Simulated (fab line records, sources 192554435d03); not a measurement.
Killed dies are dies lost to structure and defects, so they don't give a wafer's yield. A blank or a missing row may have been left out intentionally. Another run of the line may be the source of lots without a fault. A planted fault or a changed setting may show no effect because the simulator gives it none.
fab line records + flow n5_finfet
record:
- lots: 7
- wafers: 39
route steps=1938 shown BEOL_M13@1696 BEOL_M14@1763 TV_OPEN@1890
start_h: hours from the record's opening day to when the first of the lot's shown wafers began + wait_h: time in hours since the lot's previous step + " unchanged from the row above + L1.1+2: a row that stands for several wafers + - value missing, or start not given + * or withheld: withheld + < > ~ a bound
route shown NAME@n: a module of which the file shows steps, and the number in the route of the first + usual: mean/standard deviation of fault-free wafers + same: alike in all rows + chamber/n: place in a boat + sites: the reading at each site + _std_site: the standard deviation of these + _edge_site: outer sites' mean less inner sites' + radius_mm: how far each site lies from the wafer's centre + mask NAME#n: copy n + behind: tool/chamber where the wafer was last shaped + hold: why the lot went on hold/how many hours it stayed there/how the hold came to an end + device: whichever transistor did not switch (one of n, p or np) + end of line: tests of these same wafers at the route's end + a step with no rows: only its recipe + killed: count of dies lost to structure and defects at first sort (not the wafer's yield) + map: shows each die of a wafer: x if killed, . if not, _ if none is there
set.NAME: the run value of the setting; set.NAME@STEP: its run value at that earlier step + model.NAME: the simulator's own value behind a step, which no gauge read
lots with deliberately changed settings; one table per step, one row per wafer
== steps ==
step: N5_BEOL_M13_TRENCH_ETCH_34
recipe:
- chemistry: C4F8/O2/Ar
- target: SiOC
- target_depth_a: 4134.7
- mask_material: SOC
- pressure_mtorr: 30
- source_w: 3000
- bias_w: 700
- Ar_flow_sccm: 400
- C4F8_flow_sccm: 15
- O2_flow_sccm: 8
- he_inner_torr: 15
- he_outer_torr: 30
- time_s: 162.6
- ion_energy_ev: 250
| lot.wafer | tool        | chamber | start_h | wait_h | set.time_s | model.etch.depth_nm |
|-----------|-------------|---------|---------|--------|------------|---------------------|
| L074.1    | rie_diel-04 | 2       | 227.08  | 0.0    | 162.6      | 413.3               |
| L074.2    | "           | 0       | "       | "      | 125        | 316.2               |
| L074.3    | "           | 1       | "       | "      | 162.6      | 414.7               |
| L074.4    | "           | 3       | "       | "      | 125        | 321.3               |
| L074.5    | "           | 1       | "       | "      | 162.6      | 417.2               |
| L074.6    | "           | 0       | "       | "      | 125        | 314.8               |
| L077.1    | rie_diel-04 | 3       | 251.27  | 0.0    | 92.18      | 237.1               |
| L077.2    | "           | 0       | "       | "      | 162.6      | 407.7               |
| L077.3    | "           | 1       | "       | "      | 92.18      | 237.5               |
| L077.4    | "           | 2       | "       | "      | 92.18      | 233                 |
| L077.5    | "           | 3       | "       | "      | 162.6      | 417                 |
| L077.6    | "           | 2       | "       | "      | 162.6      | 415.9               |
| L081.1    | rie_diel-05 | 0       | 268.82  | 0.0    | 101.3      | 254.7               |
| L081.2    | "           | 1       | "       | "      | 162.6      | 403.1               |
| L081.3    | "           | 2       | "       | "      | 162.6      | 397.4               |
| L081.4    | "           | 2       | "       | "      | 101.3      | 247.6               |
| L081.5    | "           | 1       | "       | "      | 101.3      | 252.2               |
| L081.6    | "           | 0       | "       | "      | 162.6      | 413.3               |
| L085.1    | rie_diel-02 | 0       | 303.35  | 0.0    | 253.7      | 643.8               |
| L085.2    | "           | 2       | "       | "      | 162.6      | 404.9               |
| L085.3    | "           | 1       | "       | "      | 253.7      | 643.5               |
| L085.4    | "           | 0       | "       | "      | 162.6      | 411                 |
| L085.5    | "           | 1       | "       | "      | 162.6      | 411.9               |
| L085.6    | "           | 2       | "       | "      | 253.7      | 624.2               |
| L088.2    | rie_diel-04 | 3       | 323.64  | 0.0    | 162.6      | 417.9               |
| L088.3    | "           | 0       | "       | "      | 162.6      | 415.1               |
| L088.6    | "           | 2       | "       | "      | 162.6      | 419                 |
| L091.1    | rie_diel-04 | 3       | 335.84  | 0.0    | 162.6      | 417.8               |
| L091.2    | "           | 2       | "       | "      | 244.3      | 630.9               |
| L091.3    | "           | 0       | "       | "      | 162.6      | 413.3               |
| L091.4    | "           | 1       | "       | "      | 244.3      | 627.8               |
| L091.5    | "           | 2       | "       | "      | 162.6      | 419.4               |
| L091.6    | "           | 3       | "       | "      | 244.3      | 628.8               |
| L094.1    | rie_diel-05 | 0       | 357.82  | 0.0    | 162.6      | 414.1               |
| L094.2    | "           | 3       | "       | "      | 162.6      | 407.3               |
| L094.3    | "           | 2       | "       | "      | 162.6      | 396.1               |
| L094.4    | "           | 1       | "       | "      | 162.6      | 424.1               |
| L094.5    | "           | 3       | "       | "      | 162.6      | 410.1               |
| L094.6    | "           | 2       | "       | "      | 162.6      | 396.3               |
step: N5_BEOL_M13_STRIP_70
recipe:
- chemistry: C4F8/O2/Ar
- resist: SiARC
- rf_frequency_hz: 6e+07
step: N5_BEOL_M13_OCD_MEAS_35
usual:
- trench_depth_nm: 412/6.7
| lot.wafer | tool   | chamber | start_h | wait_h | set.time_s@BEOL_M13_TRENCH_ETCH_34 | trench_depth_nm |
|-----------|--------|---------|---------|--------|------------------------------------|-----------------|
| L074.1    | ocd-01 | -       | 227.26  | 0.0    | 162.6                              | 414             |
| L074.2    | "      | -       | "       | "      | 125                                | 316             |
| L074.3    | "      | -       | "       | "      | 162.6                              | 415             |
| L074.4    | "      | -       | "       | "      | 125                                | 322             |
| L074.5    | "      | -       | "       | "      | 162.6                              | 417             |
| L074.6    | "      | -       | "       | "      | 125                                | 315             |
| L077.1    | ocd-01 | -       | 251.44  | 0.0    | 92.18                              | 237             |
| L077.2    | "      | -       | "       | "      | 162.6                              | 408             |
| L077.3    | "      | -       | "       | "      | 92.18                              | 238             |
| L077.4    | "      | -       | "       | "      | 92.18                              | 233             |
| L077.5    | "      | -       | "       | "      | 162.6                              | 417             |
| L077.6    | "      | -       | "       | "      | 162.6                              | 416             |
| L081.1    | ocd-02 | -       | 269.00  | 0.0    | 101.3                              | 255             |
| L081.2    | "      | -       | "       | "      | 162.6                              | 403             |
| L081.3    | "      | -       | "       | "      | 162.6                              | 398             |
| L081.4    | "      | -       | "       | "      | 101.3                              | 248             |
| L081.5    | "      | -       | "       | "      | 101.3                              | 251             |
| L081.6    | "      | -       | "       | "      | 162.6                              | 413             |
| L085.1    | ocd-01 | -       | 303.52  | 0.0    | 253.7                              | 644             |
| L085.2    | "      | -       | "       | "      | 162.6                              | 405             |
| L085.3    | "      | -       | "       | "      | 253.7                              | 644             |
| L085.4    | "      | -       | "       | "      | 162.6                              | 411             |
| L085.5    | "      | -       | "       | "      | 162.6                              | 412             |
| L085.6    | "      | -       | "       | "      | 253.7                              | 624             |
| L088.2    | ocd-01 | -       | 323.81  | 0.0    | 162.6                              | 418             |
| L088.3    | "      | -       | "       | "      | 162.6                              | 415             |
| L088.6    | "      | -       | "       | "      | 162.6                              | 419             |
| L091.1    | ocd-01 | -       | 336.02  | 0.0    | 162.6                              | 418             |
| L091.2    | "      | -       | "       | "      | 244.3                              | 631             |
| L091.3    | "      | -       | "       | "      | 162.6                              | 413             |
| L091.4    | "      | -       | "       | "      | 244.3                              | 627             |
| L091.5    | "      | -       | "       | "      | 162.6                              | 419             |
| L091.6    | "      | -       | "       | "      | 244.3                              | 628             |
| L094.1    | ocd-02 | -       | 357.99  | 0.0    | 162.6                              | 415             |
| L094.2    | "      | -       | "       | "      | 162.6                              | 407             |
| L094.3    | "      | -       | "       | "      | 162.6                              | 396             |
| L094.4    | "      | -       | "       | "      | 162.6                              | 424             |
| L094.5    | "      | -       | "       | "      | 162.6                              | 410             |
| L094.6    | "      | -       | "       | "      | 162.6                              | 397             |
step: N5_BEOL_M13_STRIP_37
recipe:
- chemistry: N2/H2
- power_w: 1000
- temp_c: 250
- h2_frac: 0.65
- overash_fraction: 0.3
- pressure_mtorr: withheld
- n2_flow_sccm: 1750
- h2_flow_sccm: 3250
step: N5_BEOL_M13_ETCH_38
recipe:
- chemistry: CF4/N2
- target: SiCN
- target_depth_a: 675
- taper_deg: 2
- time_s: 71.9
- ion_energy_ev: 150
- mask_material: SiO2
- pressure_mtorr: 40
- source_w: 430
- bias_w: 70
- Ar_flow_sccm: 100
- cf4_flow_sccm: 60
- n2_flow_sccm: 60
step: N5_BEOL_M13_ECD_47
recipe:
- material: Cu
- target_thk_a: 9360
step: N5_BEOL_M13_ANNEAL_48
recipe:
- temp_c: 225
- time_s: 90
- ambient: N2
step: N5_BEOL_M13_CMP_49
recipe:
- stop_on: SiOC
- t_overpolish_s: 17.1
- down_force_psi: 1
- platen_rpm: 50
- clearing_platen_down_force_psi: 1.5
- clearing_platen_rpm: 50
- post_cmp_clean: cu_alkaline
- target_thk_nm: 420
- clearing_platen_pad_velocity_m_s: 0.99484
- pad_velocity_m_s: 0.99484
| lot.wafer | tool   | chamber | start_h | wait_h | set.time_s@BEOL_M13_TRENCH_ETCH_34 | model.Cu_of_BEOL_M13_ECD_47.thk_nm |
|-----------|--------|---------|---------|--------|------------------------------------|------------------------------------|
| L074.2    | cmp-02 | 3       | 228.63  | 0.2    | 125                                | 324.2                              |
| L074.1    | "      | 0       | "       | "      | 162.6                              | 421.2                              |
| L074.4    | "      | 1       | "       | "      | 125                                | 328.4                              |
| L074.3    | "      | 2       | "       | "      | 162.6                              | 420.4                              |
| L074.5    | "      | 3       | "       | "      | 162.6                              | 425.2                              |
| L074.6    | "      | 0       | "       | "      | 125                                | 322.8                              |
| L077.3    | cmp-04 | 0       | 253.68  | 0.2    | 92.18                              | 245                                |
| L077.1    | "      | 1       | "       | "      | 92.18                              | 243.2                              |
| L077.4    | "      | 2       | "       | "      | 92.18                              | 238                                |
| L077.2    | "      | 3       | "       | "      | 162.6                              | 414.8                              |
| L077.6    | "      | 0       | "       | "      | 162.6                              | 423.2                              |
| L077.5    | "      | 1       | "       | "      | 162.6                              | 423.6                              |
| L081.4    | cmp-04 | 2       | 271.29  | 0.1    | 101.3                              | 253.6                              |
| L081.1    | "      | 3       | "       | "      | 101.3                              | 260.4                              |
| L081.3    | "      | 0       | "       | "      | 162.6                              | 405                                |
| L081.2    | "      | 1       | "       | "      | 162.6                              | 409.2                              |
| L081.5    | "      | 2       | "       | "      | 101.3                              | 258                                |
| L081.6    | "      | 3       | "       | "      | 162.6                              | 419.8                              |
| L085.2    | cmp-04 | 1       | 306.16  | 0.2    | 162.6                              | 410.6                              |
| L085.3    | "      | 2       | "       | "      | 253.7                              | 649.4                              |
| L085.1    | "      | 3       | "       | "      | 253.7                              | 651.8                              |
| L085.4    | "      | 0       | "       | "      | 162.6                              | 418.2                              |
| L085.5    | "      | 1       | "       | "      | 162.6                              | 417                                |
| L085.6    | "      | 2       | "       | "      | 253.7                              | 630.4                              |
| L088.2    | cmp-04 | 2       | 326.10  | 0.2    | 162.6                              | 423.8                              |
| L088.3    | "      | 1       | "       | "      | 162.6                              | 422                                |
| L088.6    | "      | 2       | "       | "      | 162.6                              | 424.6                              |
| L091.3    | cmp-02 | 1       | 339.69  | 0.2    | 162.6                              | 420                                |
| L091.2    | "      | 2       | "       | "      | 244.3                              | 637.4                              |
| L091.4    | "      | 3       | "       | "      | 244.3                              | 634.2                              |
| L091.1    | "      | 0       | "       | "      | 162.6                              | 425.8                              |
| L091.6    | "      | 1       | "       | "      | 244.3                              | 634.6                              |
| L091.5    | "      | 2       | "       | "      | 162.6                              | 425.6                              |
| L094.1    | cmp-04 | 2       | 361.73  | 0.3    | 162.6                              | 420.2                              |
| L094.3    | "      | 3       | "       | "      | 162.6                              | 403.6                              |
| L094.4    | "      | 0       | "       | "      | 162.6                              | 431.8                              |
| L094.2    | "      | 1       | "       | "      | 162.6                              | 413.4                              |
| L094.6    | "      | 2       | "       | "      | 162.6                              | 403.4                              |
| L094.5    | "      | 3       | "       | "      | 162.6                              | 417.6                              |
step: N5_BEOL_M13_THK_MEAS_50
recipe:
- thk_meas_gauge: xrf
- reads: Cu_of_BEOL_M13_ECD_47
usual:
- M13_THK: 427/8.2
| lot.wafer | tool          | chamber | start_h | wait_h | set.time_s@BEOL_M13_TRENCH_ETCH_34 | M13_THK[nm] |
|-----------|---------------|---------|---------|--------|------------------------------------|-------------|
| L074.1    | film_metro-01 | -       | 228.92  | -      | 162.6                              | 429         |
| L074.2    | "             | -       | "       | "      | 125                                | 329         |
| L074.3    | "             | -       | "       | "      | 162.6                              | 429         |
| L074.4    | "             | -       | "       | "      | 125                                | 334         |
| L074.5    | "             | -       | "       | "      | 162.6                              | 433         |
| L074.6    | "             | -       | "       | "      | 125                                | 329         |
| L077.1    | film_metro-01 | -       | 253.97  | -      | 92.18                              | 247         |
| L077.2    | "             | -       | "       | "      | 162.6                              | 424         |
| L077.3    | "             | -       | "       | "      | 92.18                              | 249         |
| L077.4    | "             | -       | "       | "      | 92.18                              | 242         |
| L077.5    | "             | -       | "       | "      | 162.6                              | 433         |
| L077.6    | "             | -       | "       | "      | 162.6                              | 433         |
| L081.1    | film_metro-02 | -       | 271.58  | -      | 101.3                              | 265         |
| L081.2    | "             | -       | "       | "      | 162.6                              | 418         |
| L081.3    | "             | -       | "       | "      | 162.6                              | 412         |
| L081.4    | "             | -       | "       | "      | 101.3                              | 258         |
| L081.5    | "             | -       | "       | "      | 101.3                              | 262         |
| L081.6    | "             | -       | "       | "      | 162.6                              | 430         |
| L085.1    | film_metro-01 | -       | 306.45  | -      | 253.7                              | 669         |
| L085.2    | "             | -       | "       | "      | 162.6                              | 418         |
| L085.3    | "             | -       | "       | "      | 253.7                              | 665         |
| L085.4    | "             | -       | "       | "      | 162.6                              | 426         |
| L085.5    | "             | -       | "       | "      | 162.6                              | 428         |
| L085.6    | "             | -       | "       | "      | 253.7                              | 646         |
| L088.2    | film_metro-02 | -       | 326.40  | -      | 162.6                              | 436         |
| L088.3    | "             | -       | "       | "      | 162.6                              | 435         |
| L088.6    | "             | -       | "       | "      | 162.6                              | 436         |
| L091.1    | film_metro-02 | -       | 339.99  | -      | 162.6                              | 432         |
| L091.2    | "             | -       | "       | "      | 244.3                              | 647         |
| L091.3    | "             | -       | "       | "      | 162.6                              | 425         |
| L091.4    | "             | -       | "       | "      | 244.3                              | 645         |
| L091.5    | "             | -       | "       | "      | 162.6                              | 432         |
| L091.6    | "             | -       | "       | "      | 244.3                              | 647         |
| L094.1    | film_metro-02 | -       | 362.03  | -      | 162.6                              | 426         |
| L094.2    | "             | -       | "       | "      | 162.6                              | 417         |
| L094.3    | "             | -       | "       | "      | 162.6                              | 407         |
| L094.4    | "             | -       | "       | "      | 162.6                              | 436         |
| L094.5    | "             | -       | "       | "      | 162.6                              | 424         |
| L094.6    | "             | -       | "       | "      | 162.6                              | 409         |
step: N5_BEOL_M13_PRE_CLEAN_52
recipe:
- gas: NH3
- time_s: 15
- temp_c: withheld
- rf_power_w: 300
step: N5_BEOL_M13_DEP_53
recipe:
- material: SiCN
- target_thk_a: 500
- temp_c: withheld
- precursor: 3MS/NH3
- pressure_torr: 3
- rf_w: 675
- time_s: 17.8
step: N5_BEOL_M13_RS_MEAS_54
recipe:
- thk_meas_gauge: four-point-probe
- reads: Cu_of_BEOL_M13_ECD_47+Ta_of_BEOL_M13_SPUTTER_44+TaN_of_BEOL_M13_SPUTTER_43
usual:
- M13_RS: 0.0450/0.00077
| lot.wafer | tool          | chamber | start_h | wait_h | set.time_s@BEOL_M13_TRENCH_ETCH_34 | M13_RS[ohm/sq] |
|-----------|---------------|---------|---------|--------|------------------------------------|----------------|
| L074.1    | film_metro-01 | -       | 229.05  | 0.0    | 162.6                              | 0.0446         |
| L074.2    | "             | -       | "       | "      | 125                                | 0.0586         |
| L074.3    | "             | -       | "       | "      | 162.6                              | 0.0448         |
| L074.4    | "             | -       | "       | "      | 125                                | 0.0579         |
| L074.5    | "             | -       | "       | "      | 162.6                              | 0.0443         |
| L074.6    | "             | -       | "       | "      | 125                                | 0.0589         |
| L077.1    | film_metro-01 | -       | 254.10  | 0.0    | 92.18                              | 0.0793         |
| L077.2    | "             | -       | "       | "      | 162.6                              | 0.0453         |
| L077.3    | "             | -       | "       | "      | 92.18                              | 0.0786         |
| L077.4    | "             | -       | "       | "      | 92.18                              | 0.0813         |
| L077.5    | "             | -       | "       | "      | 162.6                              | 0.0444         |
| L077.6    | "             | -       | "       | "      | 162.6                              | 0.0445         |
| L081.1    | film_metro-02 | -       | 271.71  | 0.0    | 101.3                              | 0.0739         |
| L081.2    | "             | -       | "       | "      | 162.6                              | 0.0461         |
| L081.3    | "             | -       | "       | "      | 162.6                              | 0.0468         |
| L081.4    | "             | -       | "       | "      | 101.3                              | 0.0759         |
| L081.5    | "             | -       | "       | "      | 101.3                              | 0.0748         |
| L081.6    | "             | -       | "       | "      | 162.6                              | 0.0449         |
| L085.1    | film_metro-02 | -       | 306.61  | 0.1    | 253.7                              | 0.0286         |
| L085.2    | "             | -       | "       | "      | 162.6                              | 0.0460         |
| L085.3    | "             | -       | "       | "      | 253.7                              | 0.0287         |
| L085.4    | "             | -       | "       | "      | 162.6                              | 0.0451         |
| L085.5    | "             | -       | "       | "      | 162.6                              | 0.0453         |
| L085.6    | "             | -       | "       | "      | 253.7                              | 0.0296         |
| L088.2    | film_metro-01 | -       | 326.52  | 0.1    | 162.6                              | 0.0444         |
| L088.3    | "             | -       | "       | "      | 162.6                              | 0.0445         |
| L088.6    | "             | -       | "       | "      | 162.6                              | 0.0444         |
| L091.1    | film_metro-02 | -       | 340.12  | 0.0    | 162.6                              | 0.0443         |
| L091.2    | "             | -       | "       | "      | 244.3                              | 0.0292         |
| L091.3    | "             | -       | "       | "      | 162.6                              | 0.0448         |
| L091.4    | "             | -       | "       | "      | 244.3                              | 0.0294         |
| L091.5    | "             | -       | "       | "      | 162.6                              | 0.0442         |
| L091.6    | "             | -       | "       | "      | 244.3                              | 0.0293         |
| L094.1    | film_metro-02 | -       | 362.16  | 0.0    | 162.6                              | 0.0448         |
| L094.2    | "             | -       | "       | "      | 162.6                              | 0.0456         |
| L094.3    | "             | -       | "       | "      | 162.6                              | 0.0467         |
| L094.4    | "             | -       | "       | "      | 162.6                              | 0.0436         |
| L094.5    | "             | -       | "       | "      | 162.6                              | 0.0451         |
| L094.6    | "             | -       | "       | "      | 162.6                              | 0.0468         |
step: N5_BEOL_M14_SPUTTER_44
recipe:
- material: Ta
- target_thk_a: 150
- temp_c: 50
- bias_v: 80
- power_w: 15000
- chamber_pressure_pa: 0.07
- time_s: 24.19
| lot.wafer    | tool           | chamber | start_h | wait_h | set.target_thk_a | model.Ta_of_BEOL_M14_SPUTTER_44.thk_nm |
|--------------|----------------|---------|---------|--------|------------------|----------------------------------------|
| L074.1+2+4   | pvd_sputter-02 | -       | 233.31  | 0.0    | 150              | 14.6                                   |
| L074.3       | "              | -       | "       | "      | 150              | 15                                     |
| L074.5+6     | "              | -       | "       | "      | 150              | 14.8                                   |
| L077.1       | pvd_sputter-01 | -       | 260.81  | 0.0    | 150              | 15.6                                   |
| L077.2+3     | "              | -       | "       | "      | 150              | 15.4                                   |
| L077.4+6     | "              | -       | "       | "      | 95.99            | 9.8                                    |
| L077.5       | "              | -       | "       | "      | 95.99            | 10.2                                   |
| L081.1+5     | pvd_sputter-01 | -       | 277.96  | 0.0    | 150              | 15.2                                   |
| L081.2+3+4+6 | "              | -       | "       | "      | 150              | 15                                     |
| L085.1       | pvd_sputter-02 | -       | 313.29  | 0.0    | 150              | 15                                     |
| L085.2       | "              | -       | "       | "      | 150              | 14.8                                   |
| L085.3       | "              | -       | "       | "      | 150              | 15.2                                   |
| L085.4       | "              | -       | "       | "      | 202.6            | 20.2                                   |
| L085.5+6     | "              | -       | "       | "      | 202.6            | 20.4                                   |
| L088.2+6     | pvd_sputter-02 | -       | 331.33  | 0.0    | 150              | 14.8                                   |
| L088.3       | "              | -       | "       | "      | 150              | 15                                     |
| L091.1+3+5+6 | pvd_sputter-01 | -       | 343.49  | 0.0    | 150              | 15.4                                   |
| L091.2       | "              | -       | "       | "      | 150              | 15.6                                   |
| L091.4       | "              | -       | "       | "      | 150              | 15.2                                   |
| L094.1+6     | pvd_sputter-01 | -       | 365.08  | 0.0    | 150              | 15                                     |
| L094.2+3     | "              | -       | "       | "      | 204.9            | 20.2                                   |
| L094.4       | "              | -       | "       | "      | 204.9            | 20.4                                   |
| L094.5       | "              | -       | "       | "      | 150              | 15.2                                   |
step: N5_BEOL_M14_SPUTTER_45
recipe:
- material: Cu
- target_thk_a: 1000
- temp_c: -20
- bias_v: 60
- power_w: 26000
- chamber_pressure_pa: 0.13
- time_s: 16.67
step: N5_BEOL_M14_ECD_47
recipe:
- material: Cu
- target_thk_a: 12480
step: N5_BEOL_M14_ANNEAL_48
recipe:
- temp_c: 225
- time_s: 90
- ambient: N2
step: N5_BEOL_M14_CMP_49
recipe:
- stop_on: SiO2
- t_overpolish_s: 5.2
- down_force_psi: 2
- platen_rpm: 80
- clearing_platen_down_force_psi: 2
- clearing_platen_rpm: 80
- post_cmp_clean: cu_alkaline
- target_thk_nm: 560
- clearing_platen_pad_velocity_m_s: 1.5917
- pad_velocity_m_s: 1.5917
usual:
- barrier_field_endpoint_s: 11.31/0.3
| lot.wafer | tool   | chamber | start_h | wait_h | set.target_thk_a@BEOL_M14_SPUTTER_44 | barrier_field_endpoint_s |
|-----------|--------|---------|---------|--------|--------------------------------------|--------------------------|
| L074.2    | cmp-04 | 0       | 234.30  | 0.2    | 150                                  | 11.65                    |
| L074.1    | "      | 1       | "       | "      | 150                                  | 11.14                    |
| L074.3    | "      | 2       | "       | "      | 150                                  | 11.38                    |
| L074.4    | "      | 3       | "       | "      | 150                                  | 11.49                    |
| L074.6    | "      | 0       | "       | "      | 150                                  | 11.62                    |
| L074.5    | "      | 1       | "       | "      | 150                                  | 11.57                    |
| L077.1    | cmp-04 | 2       | 261.50  | 0.3    | 150                                  | 11.21                    |
| L077.2    | "      | 3       | "       | "      | 150                                  | 11.32                    |
| L077.3    | "      | 0       | "       | "      | 150                                  | 11.35                    |
| L077.4    | "      | 1       | "       | "      | 95.99                                | 9.19                     |
| L077.6    | "      | 2       | "       | "      | 95.99                                | 9.27                     |
| L077.5    | "      | 3       | "       | "      | 95.99                                | 9.33                     |
| L081.1    | cmp-03 | 0       | 278.65  | 0.3    | 150                                  | 11.88                    |
| L081.4    | "      | 1       | "       | "      | 150                                  | 11.02                    |
| L081.2    | "      | 2       | "       | "      | 150                                  | 10.93                    |
| L081.3    | "      | 3       | "       | "      | 150                                  | 11.07                    |
| L081.6    | "      | 0       | "       | "      | 150                                  | 11.59                    |
| L081.5    | "      | 1       | "       | "      | 150                                  | 11.03                    |
| L085.4    | cmp-02 | 1       | 313.99  | 0.1    | 202.6                                | 13.26                    |
| L085.3    | "      | 2       | "       | "      | 150                                  | 11.49                    |
| L085.1    | "      | 3       | "       | "      | 150                                  | 11.40                    |
| L085.2    | "      | 0       | "       | "      | 150                                  | 11.28                    |
| L085.5    | "      | 1       | "       | "      | 202.6                                | 13.40                    |
| L085.6    | "      | 2       | "       | "      | 202.6                                | 13.09                    |
| L088.2    | cmp-04 | 1       | 332.41  | 0.2    | 150                                  | 11.33                    |
| L088.3    | "      | 3       | "       | "      | 150                                  | 11.35                    |
| L088.6    | "      | 1       | "       | "      | 150                                  | 11.20                    |
| L091.2    | cmp-04 | 3       | 344.37  | 0.3    | 150                                  | 11.79                    |
| L091.1    | "      | 0       | "       | "      | 150                                  | 11.21                    |
| L091.4    | "      | 1       | "       | "      | 150                                  | 11.43                    |
| L091.3    | "      | 2       | "       | "      | 150                                  | 11.20                    |
| L091.6    | "      | 3       | "       | "      | 150                                  | 11.36                    |
| L091.5    | "      | 0       | "       | "      | 150                                  | 11.61                    |
| L094.2    | cmp-03 | 0       | 366.07  | 0.5    | 204.9                                | 13.75                    |
| L094.1    | "      | 1       | "       | "      | 150                                  | 10.92                    |
| L094.4    | "      | 2       | "       | "      | 204.9                                | 12.64                    |
| L094.3    | "      | 3       | "       | "      | 204.9                                | 12.62                    |
| L094.6    | "      | 0       | "       | "      | 150                                  | 11.22                    |
| L094.5    | "      | 1       | "       | "      | 150                                  | 10.80                    |
step: N5_PASSIVATION_ETCH_15
recipe:
- chemistry: CF4/N2
- target: SiCN
- target_depth_a: 750
- taper_deg: 2
- time_s: 81.2
- ion_energy_ev: 150
- mask_material: SiNx
- pressure_mtorr: 40
- source_w: 430
- bias_w: 70
- Ar_flow_sccm: 100
- cf4_flow_sccm: 60
- n2_flow_sccm: 60
| lot.wafer | tool        | chamber | start_h | wait_h | set.target_depth_a | model.etch.depth_nm |
|-----------|-------------|---------|---------|--------|--------------------|---------------------|
| L074.1    | rie_diel-04 | 1       | -       | -      | 750                | 62.44               |
| L074.2    | "           | 0       | "       | "      | 750                | 63.61               |
| L074.3    | "           | 2       | "       | "      | 750                | 63.89               |
| L074.4    | "           | 3       | "       | "      | 750                | 66.17               |
| L074.5    | "           | 3       | "       | "      | 750                | 66.55               |
| L074.6    | "           | 0       | "       | "      | 750                | 62.98               |
| L077.1    | rie_diel-05 | 2       | -       | -      | 750                | 63.48               |
| L077.2    | "           | 3       | "       | "      | 750                | 65.89               |
| L077.3    | "           | 0       | "       | "      | 1137               | 100.1               |
| L077.4    | "           | 0       | "       | "      | 1137               | 100.2               |
| L077.5    | "           | 3       | "       | "      | 750                | 65.43               |
| L077.6    | "           | 2       | "       | "      | 1137               | 96.35               |
| L081.1    | rie_diel-05 | 2       | -       | -      | 973.1              | 80.67               |
| L081.2    | "           | 1       | "       | "      | 750                | 63.69               |
| L081.3    | "           | 3       | "       | "      | 973.1              | 84.1                |
| L081.4    | "           | 0       | "       | "      | 750                | 65.16               |
| L081.5    | "           | 2       | "       | "      | 750                | 61.99               |
| L081.6    | "           | 3       | "       | "      | 973.1              | 84.79               |
| L085.1    | rie_diel-02 | 0       | -       | -      | 592.6              | 50.01               |
| L085.2    | "           | 1       | "       | "      | 750                | 64.32               |
| L085.3    | "           | 2       | "       | "      | 750                | 63.9                |
| L085.4    | "           | 1       | "       | "      | 592.6              | 51.01               |
| L085.5    | "           | 0       | "       | "      | 592.6              | 49.65               |
| L085.6    | "           | 2       | "       | "      | 750                | 63.75               |
| L088.2    | rie_diel-02 | 2       | -       | -      | 750                | 64.19               |
| L088.3    | "           | 0       | "       | "      | 750                | 63.05               |
| L088.6    | "           | 0       | "       | "      | 750                | 63.07               |
| L091.1    | rie_diel-02 | 1       | -       | -      | 750                | 63.32               |
| L091.2+3  | "           | 3,2     | "       | "      | 1176               | 100.5               |
| L091.4    | "           | 0       | "       | "      | 750                | 63.22               |
| L091.5    | "           | 3       | "       | "      | 750                | 64.15               |
| L091.6    | "           | 0       | "       | "      | 1176               | 99.17               |
| L094.1    | rie_diel-04 | 3       | -       | -      | 750                | 66.41               |
| L094.2    | "           | 0       | "       | "      | 750                | 63.39               |
| L094.3    | "           | 2       | "       | "      | 311.6              | 26.62               |
| L094.4    | "           | 1       | "       | "      | 311.6              | 26.14               |
| L094.5    | "           | 2       | "       | "      | 311.6              | 26.53               |
| L094.6    | "           | 3       | "       | "      | 750                | 66.23               |
== key ==
split:
- step: N5_BEOL_M13_TRENCH_ETCH_34
- setting: time_s
- stated: 162.6
- by: wafer
response:
- step: N5_BEOL_M13_TRENCH_ETCH_34
- reading: model.etch.depth_nm
- change: +4.12
- per: 1%
- r: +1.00
response:
- step: N5_BEOL_M13_OCD_MEAS_35
- reading: trench_depth_nm
- change: +4.12
- per: 1%
- r: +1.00
response:
- step: N5_BEOL_M13_CMP_49
- reading: model.Cu_of_BEOL_M13_ECD_47.thk_nm
- change: +4.13
- per: 1%
- r: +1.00
response:
- step: N5_BEOL_M13_THK_MEAS_50
- reading: M13_THK
- change: +4.25
- per: 1%
- r: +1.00
response:
- step: N5_BEOL_M13_RS_MEAS_54
- reading: M13_RS
- change: -0.000486
- per: 1%
- r: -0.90
split:
- step: N5_BEOL_M14_SPUTTER_44
- setting: target_thk_a
- stated: 150
- by: wafer
response:
- step: N5_BEOL_M14_SPUTTER_44
- reading: model.Ta_of_BEOL_M14_SPUTTER_44.thk_nm
- change: +0.149
- per: 1%
- r: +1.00
response:
- step: N5_BEOL_M14_CMP_49
- reading: barrier_field_endpoint_s
- change: +0.055
- per: 1%
- r: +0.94
split:
- step: N5_PASSIVATION_ETCH_15
- setting: target_depth_a
- stated: 750
- by: wafer
response:
- step: N5_PASSIVATION_ETCH_15
- reading: model.etch.depth_nm
- change: +0.656
- per: 1%
- r: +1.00
